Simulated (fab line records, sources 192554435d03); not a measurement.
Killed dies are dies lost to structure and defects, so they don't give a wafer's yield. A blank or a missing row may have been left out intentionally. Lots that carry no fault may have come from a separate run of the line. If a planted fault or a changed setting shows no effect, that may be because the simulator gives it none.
Which tool did it? | flow n5Finfet | 8 lots with 24 wafers sampled at 6 steps, on a route of 1938 steps

== WHAT THE GAUGES READ, wafer by wafer ==
N5_FIN_SAQP_CD_MEAS_27: target cd 20 nm. Usual: cdNm at 20.31 nm, with a standard deviation of 0.23.
lot  | measured    | on       | cdNm (nm)         | flag
L782 | day 2 00:05 | cdSem-01 | 19.73 20.31 20.14 | 
L791 | day 4 06:08 | cdSem-02 | 20.38 20.48 20.00 | 
L792 | day 4 11:49 | cdSem-03 | 20.29 20.29 20.27 | 
L800 | day 6 11:32 | cdSem-02 | 20.32 20.33 20.27 | 
L802 | day 7 02:29 | cdSem-02 | 20.46 20.45 19.97 | 
L803 | day 7 07:32 | cdSem-02 | 20.21 20.17 20.45 | 
L804 | day 7 15:20 | cdSem-03 | 20.31 20.14 20.16 | 
L805 | day 7 18:46 | cdSem-02 | 20.38 20.20 20.41 | 

N5_BEOL_M4_RC_MEAS_101. Usual: DIBL_N 36.3 mV/V, standard deviation 1.4; DIBL_P 35.7 mV/V, standard deviation 1.5; IOFF_N 0.155 nA/um, standard deviation 0.022; IOFF_P 0.204 nA/um, standard deviation 0.027; ION_N 671 uA/um, standard deviation 9; ION_P 459 uA/um, standard deviation 6.2; SS_N 71.5 mV/dec, standard deviation 0.54; SS_P 73.1 mV/dec, standard deviation 0.56; VT_N 250.2 mV, standard deviation 2.6; VT_P -251 mV, standard deviation 3.3.
lot  | measured     | on        | DIBL_N (mV/V)  | DIBL_P (mV/V)  | IOFF_N (nA/um)    | IOFF_P (nA/um)    | ION_N (uA/um) | ION_P (uA/um) | SS_N (mV/dec)  | SS_P (mV/dec)  | VT_N (mV)         | VT_P (mV)      | flag
L782 | day 8 17:21  | prober-01 | 35.6 34.3 35.9 | 34.2 33.4 34.4 | 0.157 0.136 0.157 | 0.207 0.192 0.203 | 673 661 664   | 457 461 457   | 71.9 71.4 71.1 | 72.7 72.6 72.8 | 246.0 249.0 248.9 | -248 -249 -250 | 
L791 | day 10 16:14 | prober-01 | 34.8 36.0 36.4 | 33.3 35.0 35.6 | 0.128 0.153 0.152 | 0.189 0.218 0.225 | 669 679 662   | 468 465 464   | 72.3 71.9 71.5 | 73.1 72.9 72.9 | 252.8 248.1 250.0 | -247 -248 -247 | 
L792 | day 10 22:15 | prober-01 | 37.1 36.2 36.8 | 37.5 36.3 37.2 | 0.163 0.154 0.159 | 0.199 0.191 0.209 | 676 679 664   | 461 459 455   | 72.0 71.6 71.5 | 73.3 73.1 73.6 | 248.6 250.6 250.3 | -251 -253 -253 | 
L800 | day 12 10:29 | prober-01 | 34.1 35.0 35.4 | 33.5 34.6 34.6 | 0.119 0.131 0.138 | 0.174 0.185 0.192 | 666 664 677   | 457 457 462   | 71.0 71.2 71.6 | 72.7 72.9 73.0 | 253.2 252.5 250.7 | -252 -251 -251 | 
L802 | day 13 05:38 | prober-01 | 36.0 34.7 37.8 | 35.2 33.2 37.7 | 0.143 0.120 0.188 | 0.185 0.159 0.224 | 674 655 682   | 459 450 464   | 71.3 72.0 71.5 | 72.9 72.7 73.9 | 252.5 253.5 245.5 | -254 -254 -251 | 
L803 | day 13 06:14 | prober-02 | 37.1 36.2 37.1 | 36.6 35.7 37.5 | 0.183 0.157 0.176 | 0.232 0.210 0.248 | 679 667 677   | 465 458 468   | 71.5 71.2 71.0 | 72.9 72.2 73.3 | 246.5 250.3 246.7 | -248 -249 -245 | 
L804 | day 13 14:47 | prober-01 | 33.6 36.1 33.8 | 33.7 36.6 33.5 | 0.105 0.139 0.106 | 0.161 0.207 0.159 | 653 663 644   | 456 461 452   | 71.3 71.6 70.9 | 72.2 73.2 72.9 | 254.8 251.6 255.0 | -251 -251 -254 | 
L805 | day 13 19:38 | prober-01 | 35.3 37.3 35.1 | 34.7 35.9 34.5 | 0.137 0.166 0.135 | 0.179 0.192 0.178 | 669 671 668   | 460 452 457   | 71.7 71.9 71.5 | 72.8 72.1 72.3 | 250.5 249.3 253.9 | -255 -252 -253 | 

== EACH LOT AND THE TOOL THAT RAN IT (in order: tool; ch and the chambers of the sampled wafers; start) ==
lot  | N5_FIN_SAQP_PECVD_48           | N5_FIN_SAQP_SPACER1_ETCHBACK_25  | N5_FIN_SAQP_MANDREL1_REMOVE_56 | N5_FIN_SAQP_ETCH_57
L782 | pecvd-03 ch 0,2, day 1 21:25   | rieDiel-01 ch 0,1, day 1 23:53   | rieSi-04 ch 2,3, day 1 23:58   | rieDiel-05 ch 0,1, day 2 00:12
L791 | pecvd-01 ch 1,2, day 4 02:40   | rieDiel-01 ch 0,2,3, day 4 05:56 | rieSi-04 ch 0,2,3, day 4 06:01 | rieDiel-05 ch 0,1,3, day 4 06:11
L792 | pecvd-01 ch 0,1,2, day 4 09:02 | rieDiel-05 ch 0,3, day 4 11:37   | rieSi-04 ch 0,1,2, day 4 11:43 | rieDiel-03 ch 1,3, day 4 11:52
L800 | pecvd-01 ch 1,2, day 6 08:40   | rieDiel-05 ch 0,2, day 6 11:20   | rieSi-05 ch 0,1,2, day 6 11:26 | rieDiel-05 ch 0,1,2, day 6 11:35
L802 | pecvd-01 ch 1,2, day 6 22:13   | rieDiel-01 ch 0,3, day 7 02:17   | rieSi-05 ch 1,2, day 7 02:23   | rieDiel-03 ch 2,3, day 7 02:32
L803 | pecvd-02 ch 0, day 7 04:30     | rieDiel-03 ch 0,3, day 7 07:20   | rieSi-06 ch 0,1,3, day 7 07:26 | rieDiel-05 ch 0,1,2, day 7 07:35
L804 | pecvd-03 ch 0,1,2, day 7 10:23 | rieDiel-03 ch 1,2,3, day 7 15:07 | rieSi-04 ch 1,2,3, day 7 15:13 | rieDiel-05 ch 2,3, day 7 15:31
L805 | pecvd-02 ch 0,1,2, day 7 15:32 | rieDiel-01 ch 1,2,3, day 7 18:36 | rieSi-05 ch 1,2,3, day 7 18:39 | rieDiel-05 ch 0,2,3, day 7 18:49
- N5_FIN_SAQP_PECVD_48: deposits SiNx from SiH4/NH3/N2, target thk 25 nm, time 22.1 s.
- N5_FIN_SAQP_SPACER1_ETCHBACK_25: etches SiO2 in CHF3/O2, target depth 24.4 nm, time 12.2 s.
- N5_FIN_SAQP_MANDREL1_REMOVE_56: chemistry HBr/Cl2/O2, target a-Si, stops on SiNx, bt time 10 s.
- N5_FIN_SAQP_ETCH_57: etches SiNx in CH3F/O2, target depth 32.5 nm, time 46.4 s.

== AS READ BY THE TOOLS THEMSELVES (means over the sampled wafers that have a number; for cases with no such wafer, the mark the record gives instead) ==
N5_FIN_SAQP_PECVD_48. Usual: heaterPowerW 842 W, standard deviation 110; rfFwdPowerW 296.8 W, standard deviation 1.1; showerheadPlenumPTorr 5.12 Torr, standard deviation 0.11; throttleValvePct 39.2 %, standard deviation 2.1.
lot  | tool     | heaterPowerW (W) | rfFwdPowerW (W) | showerheadPlenumPTorr (Torr) | throttleValvePct (%) | flag
L782 | pecvd-03 | 802              | 296.2           | 5.22                         | 40.1                 | 
L791 | pecvd-01 | 819              | 297.1           | 5.07                         | 39.0                 | 
L792 | pecvd-01 | 809              | 296.5           | 5.08                         | 40.0                 | 
L800 | pecvd-01 | 841              | 296.9           | 5.18                         | 40.4                 | 
L802 | pecvd-01 | 780              | 297.8           | 5.08                         | 39.1                 | 
L803 | pecvd-02 | 1049             | 296.8           | 5.03                         | 41.8                 | 
L804 | pecvd-03 | 829              | 297.6           | 5.17                         | 39.0                 | 
L805 | pecvd-02 | 983              | 297.4           | 5.07                         | 38.9                 | 

N5_FIN_SAQP_SPACER1_ETCHBACK_25. Usual: value, then standard deviation, for each; drypumpMotorCurrentA 5.7 A / 0.47; mfcArSccm 200.0 sccm / 0.58; oesProductAu 0.76 a.u. / 0.058; rfFwdPowerW 646.6 W / 2.2; rfVppV 522 V / 4.1; showerheadPlenumPTorr 2.44 Torr / 0.078; throttleValvePct 18.81 % / 0.17.
lot  | tool       | drypumpMotorCurrentA (A) | mfcArSccm (sccm) | oesProductAu (a.u.) | rfFwdPowerW (W) | rfVppV (V) | showerheadPlenumPTorr (Torr) | throttleValvePct (%) | flag
L782 | rieDiel-01 | 5.9                      | 199.6            | 0.75                | 645.3           | 522        | 2.37                         | 18.68                | 
L791 | rieDiel-01 | 5.3                      | 200.9            | 0.82                | 645.4           | 527        | 2.53                         | 18.59                | 
L792 | rieDiel-05 | 5.2                      | 200.0            | 0.75                | 646.5           | 520        | 2.46                         | 18.94                | 
L800 | rieDiel-05 | 5.9                      | 200.0            | 0.72                | 650.4           | 518        | 2.43                         | 19.00                | 
L802 | rieDiel-01 | 5.2                      | 200.0            | 0.78                | 646.2           | 526        | 2.52                         | 18.60                | 
L803 | rieDiel-03 | 6.3                      | 200.2            | 0.88                | 646.2           | 518        | 2.35                         | 18.75                | 
L804 | rieDiel-03 | 6.2                      | 199.9            | 0.77                | 645.9           | 523        | 2.45                         | 18.84                | 
L805 | rieDiel-01 | 5.5                      | 199.8            | 0.79                | 646.9           | 524        | 2.46                         | 18.67                | 

N5_FIN_SAQP_MANDREL1_REMOVE_56. Usual: drypumpMotorCurrentA 5.7 A, standard deviation 0.35; oesProductAu 1.004 a.u., standard deviation 0.017; rfFwdPowerW 596.7 W, standard deviation 1.9; throttleValvePct 36.79 %, standard deviation 0.29.
lot  | tool     | drypumpMotorCurrentA (A) | oesProductAu (a.u.) | rfFwdPowerW (W) | throttleValvePct (%) | flag
L782 | rieSi-04 | 5.7                      | 0.985               | 596.6           | 36.68                | 
L791 | rieSi-04 | 5.7                      | 0.996               | 598.0           | 36.56                | 
L792 | rieSi-04 | 5.5                      | 0.995               | 595.5           | 36.75                | 
L800 | rieSi-05 | 5.7                      | 1.012               | 595.7           | 37.04                | 
L802 | rieSi-05 | 5.7                      | 1.015               | 595.7           | 36.95                | 
L803 | rieSi-06 | 6.1                      | 0.994               | 596.7           | 36.65                | 
L804 | rieSi-04 | 5.6                      | 0.999               | 596.1           | 36.76                | 
L805 | rieSi-05 | 5.6                      | 1.003               | 596.9           | 36.88                | 

N5_FIN_SAQP_ETCH_57. Usual: drypumpMotorCurrentA 5.8 A, standard deviation 0.49; etchRfOnTimeS 46.6 s, standard deviation 0.78; mfcArSccm 150.0 sccm, standard deviation 0.45; oesProductAu 0.66 a.u., standard deviation 0.061; rfFwdPowerW 389.3 W, standard deviation 1.8; rfVppV 295.7 V, standard deviation 2.4; showerheadPlenumPTorr 2.02 Torr, standard deviation 0.067; throttleValvePct 16.29 %, standard deviation 0.21.
lot  | tool       | drypumpMotorCurrentA (A) | etchRfOnTimeS (s) | mfcArSccm (sccm) | oesProductAu (a.u.) | rfFwdPowerW (W) | rfVppV (V) | showerheadPlenumPTorr (Torr) | throttleValvePct (%) | flag
L782 | rieDiel-05 | 5.8                      | 46.3              | 149.9            | 0.63                | 389.1           | 295.0      | 2.01                         | 16.34                | 
L791 | rieDiel-05 | 5.6                      | 46.2              | 150.2            | 0.63                | 390.0           | 294.5      | 2.02                         | 16.40                | 
L792 | rieDiel-03 | 6.1                      | 47.1              | 150.1            | 0.70                | 387.7           | 297.1      | 2.00                         | 16.11                | 
L800 | rieDiel-05 | 5.9                      | 53.8              | 150.4            | 0.61                | 391.2           | 294.0      | 2.01                         | 16.44                | OFF
L802 | rieDiel-03 | 6.5                      | 60.4              | 150.2            | 0.63                | 391.0           | 296.1      | 2.02                         | 16.50                | OFF
L803 | rieDiel-05 | 5.9                      | 47.0              | 150.1            | 0.61                | 389.8           | 294.9      | 2.01                         | 16.44                | 
L804 | rieDiel-05 | 5.6                      | 46.5              | 150.0            | 0.62                | 388.1           | 293.3      | 1.99                         | 16.48                | 
L805 | rieDiel-05 | 5.6                      | 47.9              | 150.2            | 0.60                | 390.2           | 294.7      | 2.01                         | 16.46                | 

== THE ANSWER, worked out from the rows above alone ==
Rule: take the mean of a lot's wafers that have a number; if it is more than 3 standard deviations from the usual mean, the lot is off. Also off: a lot with no number at a reading for which 4 or more lots have one. Where the step has rows for the other lots, those lots are counted as sound. First the gauges in route order, then the tools' own readings, where a lot's mean is used as printed above. The first step at which some lot is off is used, and at that step the reading that is off furthest; a lot without a number counts as furthest.
Off, at N5_FIN_SAQP_ETCH_57 on etchRfOnTimeS: L800, L802.
A tool fits if, at that step or a process step before it, it ran every lot that is off, and no sound lot after the first of them. One fits: N5_FIN_SAQP_PECVD_48 on pecvd-01. A fault onset in the window from L792 (day 4 09:02, its last sound lot) to L800 (day 6 08:40, its first lot off) fits.

== WHAT THE SIMULATOR PUT IN ==
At N5_FIN_SAQP_PECVD_48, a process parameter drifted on pecvd-01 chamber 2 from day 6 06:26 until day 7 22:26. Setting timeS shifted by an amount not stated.
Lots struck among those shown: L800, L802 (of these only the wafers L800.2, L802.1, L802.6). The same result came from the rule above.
